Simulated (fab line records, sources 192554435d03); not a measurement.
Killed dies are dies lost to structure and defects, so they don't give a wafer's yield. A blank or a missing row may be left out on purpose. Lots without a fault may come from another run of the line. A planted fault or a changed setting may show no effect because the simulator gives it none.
A struck lot beside a sound one | flow n5_finfet | 17 steps out of a route of 1938
Sound: wafers L210.2, L210.3, L210.4. Struck: wafers L216.3, L216.5, L216.6. The cause comes at the end.
At each step with rows: each side's tool, then ch and its chambers, then its first start. Under that, the readings that differ: sound wafers | struck wafers | difference of the means | sigmas: that difference in standard deviations of wafers without a fault.
alike: readings whose means differ by less than 2 such deviations, and words and numbers that are the same on both sides. not compared: withheld readings, readings that some wafer has no value for, bounds like >300 that may hide the same value, and numbers for which the record gives no deviation and whose values overlap.
The two part at a step that has a row with sigmas, a row that says differs or no value, or rows on one side only. Numbers that don't overlap but have no deviation are shown without sigmas and don't part them. A reading that every wafer of one side lacks parts them only if that side has two wafers or more.

first, 4 steps without rows for these wafers: N5_HKMG_FIN_SOFTBAKE_07 (time 60 s); N5_HKMG_FIN_EXPOSE_09 (exposes mask NWFM); N5_HKMG_FIN_PEB_10 (peb time 60 s); N5_HKMG_FIN_DEVELOP_11 (develop time 30 s).
N5_HKMG_FIN_CD_MEAS_12: target cd 92.8 nm.
  sound on cd_sem-03 ch 0, day 5 19:53; struck on cd_sem-03 ch 0, day 7 04:28
  alike: cd_nm
N5_HKMG_FIN_OVL_MEAS_13:
  sound on overlay-01 ch 0, day 5 19:55; struck on overlay-02 ch 0, day 7 04:30
  alike: NWFM_OVL
N5_HKMG_FIN_INSPECT_14: inspects for defects (macro).
  sound on defect_inspect-01, day 5 19:56; struck on defect_inspect-02, day 7 04:31
  alike: raw_defect_count
N5_HKMG_FIN_DESCUM_17: chemistry O2, time 7.9 s.
  sound on rie_diel-02 ch 0,1,3, day 5 19:59; struck on rie_diel-02 ch 0,1, day 7 04:34
  alike: bias_power_w, drypump_motor_current_A, oes_product_au, rf_vpp_V, showerhead_plenum_p_Torr, throttle_valve_pct
  not compared: rf_hours_counter_h
N5_HKMG_FIN_ETCH_31: etches SiARC in CF4, target depth 45.5 nm, time 75.8 s.
  sound on rie_diel-02 ch 0,1,3, day 5 20:01; struck on rie_diel-02 ch 0,1, day 7 04:35
  alike: drypump_motor_current_A, etch_rf_on_time_s, oes_product_au, rf_fwd_power_W, rf_vpp_V, showerhead_plenum_p_Torr, throttle_valve_pct
  not compared: rf_hours_counter_h
N5_HKMG_FIN_ETCH_32: etches SOC in N2/H2, target depth 240 nm, time 300 s.
  sound on rie_diel-02 ch 0,1,3, day 5 20:04; struck on rie_diel-02 ch 0,1, day 7 04:39
  alike: drypump_motor_current_A, h2_flow_sccm, oes_product_au, rf_fwd_power_W, rf_vpp_V, showerhead_plenum_p_Torr, throttle_valve_pct
  not compared: rf_hours_counter_h
then, 1 step without rows for these wafers: N5_HKMG_FIN_STRIP_33 (strips in N2/H2).
N5_HKMG_FIN_STRIP_34: strips in CF4.
  sound on rie_diel-02 ch 0,1,3, day 5 20:16; struck on rie_diel-02 ch 0,1, day 7 04:50
  alike: bias_power_w, drypump_motor_current_A, oes_product_au, rf_vpp_V, showerhead_plenum_p_Torr, throttle_valve_pct
  not compared: rf_hours_counter_h
N5_HKMG_FIN_ETCH_35: etches SOC in N2/H2, target depth 215.8 nm, time 243.4 s.
  sound on rie_diel-02 ch 0,1,3, day 5 20:17; struck on rie_diel-02 ch 0,1, day 7 04:52
  reading                                   | sound             | struck            | difference | sigmas
  oes_product_au (a.u.)                     | 0.72 0.68 0.98    | 0.59 0.58 0.62    | -0.20      | -2
  rf_fwd_power_W (W)                        | 2994 2982 2993    | 2263 2270 2270    | -722       | -73
  rf_vpp_V (V)                              | 140.1 142.3 141.2 | 156.4 154.7 154.8 | +14.1      | +15
  model.SOC_of_HKMG_FIN_COAT_29.thk_nm (nm) | 84.2 93.2 79.2    | 137.4 140 130.2   | +50.3      |
  model.etch.depth_nm (nm)                  | 214.4 205.9 220.2 | 161.2 160.5 170   | -49.6      |
  model.HKMG_FIN.feature_depth_nm (nm)      | 214.4 206 220.2   | 161.2 160.4 170   | -49.7      |
  alike: drypump_motor_current_A, h2_flow_sccm, showerhead_plenum_p_Torr, throttle_valve_pct
  not compared: rf_hours_counter_h
N5_HKMG_FIN_STRIP_92: strips SOC in N2/H2, time 20 s.
  sound on rie_diel-02 ch 0,1,3, day 5 20:26; struck on rie_diel-02 ch 0,1, day 7 05:01
  reading                                   | sound        | struck          | difference | sigmas
  model.SOC_of_HKMG_FIN_COAT_29.thk_nm (nm) | 74 83.6 68.8 | 127.6 130.4 120 | +50.5      |
  alike: bias_power_w, drypump_motor_current_A, h2_flow_sccm, oes_product_au, rf_vpp_V, showerhead_plenum_p_Torr, throttle_valve_pct
  not compared: rf_hours_counter_h
then, 1 step without rows for these wafers: N5_HKMG_FIN_WET_ETCH_18 (etches TiN in SC1, time 55 s, target depth 5.2 nm, rinse time 30 s).
-- the record jumps here: 4 days lie between the struck wafers' starts before and after (it left off in module HKMG_FIN and takes up again in module BEOL_M4, whose first step shown is number 1111 of the route) --
N5_BEOL_M4_RC_MEAS_101:
  sound on prober-02 ch 0, day 10 02:32; struck on prober-01 ch 0, day 10 21:04
  alike: DIBL_N, DIBL_P, IOFF_N, IOFF_P, ION_N, ION_P, SS_N, SS_P, VT_N, VT_P
N5_PASSIVATION_PROBE_49:
  the record has rows for the sound wafers here (prober-02, day 14 15:11) and none for the struck ones

WHERE THEY PART
First at N5_HKMG_FIN_ETCH_35; last, within this record, at N5_PASSIVATION_PROBE_49.

WHY: what the simulator had put in
Process parameter drift: rie_diel-02, from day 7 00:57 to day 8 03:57, at N5_HKMG_FIN_ETCH_35. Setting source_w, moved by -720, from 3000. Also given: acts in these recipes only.
